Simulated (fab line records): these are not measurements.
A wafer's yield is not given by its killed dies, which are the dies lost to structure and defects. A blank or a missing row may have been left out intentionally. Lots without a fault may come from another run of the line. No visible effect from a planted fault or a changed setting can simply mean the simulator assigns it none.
Chamber matching -- flow n5 finfet -- ald metal-01 running N5_BEOL_M11_ALD_74: 4 sister chambers
The step deposits TaN, target thk 2 nm, pulse time 2 s, purge time 3 s. 8 wafers are shown with their chamber, then 8 later ones without.

WAFERS WITH THEIR CHAMBER
wafer,chamber,heater power w (W),precursor vessel pressure torr (Torr)
L081.6,0,468,26.29
L088.4,0,460,26.24
L090.2,2,438,26.30
L090.6,3,422,26.28
L093.4,1,460,26.24
L093.5,3,416,26.26
L093.6,2,443,26.26
L094.1,1,459,26.36

WAFERS WITH NO CHAMBER GIVEN
wafer,heater power w (W),precursor vessel pressure torr (Torr)
L094.4,410,26.28
L094.6,407,26.26
L095.2,458,26.30
L095.5,433,26.15
L095.6,406,26.24
L096.2,445,26.21
L096.4,396,26.21
L096.5,433,26.22

WHICH CHAMBER EACH ONE RAN IN
wafer,from the rows above,in truth
L094.4,3,3
L094.6,3,3
L095.2,can't be placed: 1 or 0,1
L095.5,can't be placed: 2 or 3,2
L095.6,3,3
L096.2,2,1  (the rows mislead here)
L096.4,3,3
L096.5,can't be placed: 2 or 3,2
Correctly placed: 4 of 8. Can't be placed from these rows: 3 (the true chamber is among the candidates in 3). Number placed wrongly: 1.
How it was worked out, from the rows above alone: a wafer's distance from a chamber is the root of the sum, over the readings, of the square of ((its reading less the chamber's mean) divided by the reading's scatter). If the next closest chamber is less than 2 further off than the closest, the wafer can't be placed; otherwise it belongs to the closest. A chamber's mean is the mean of its shown wafers. The scatter: take each reading less its chamber's mean, square it, sum over the shown wafers, divide by the number of wafers less the number of chambers, and take the root.
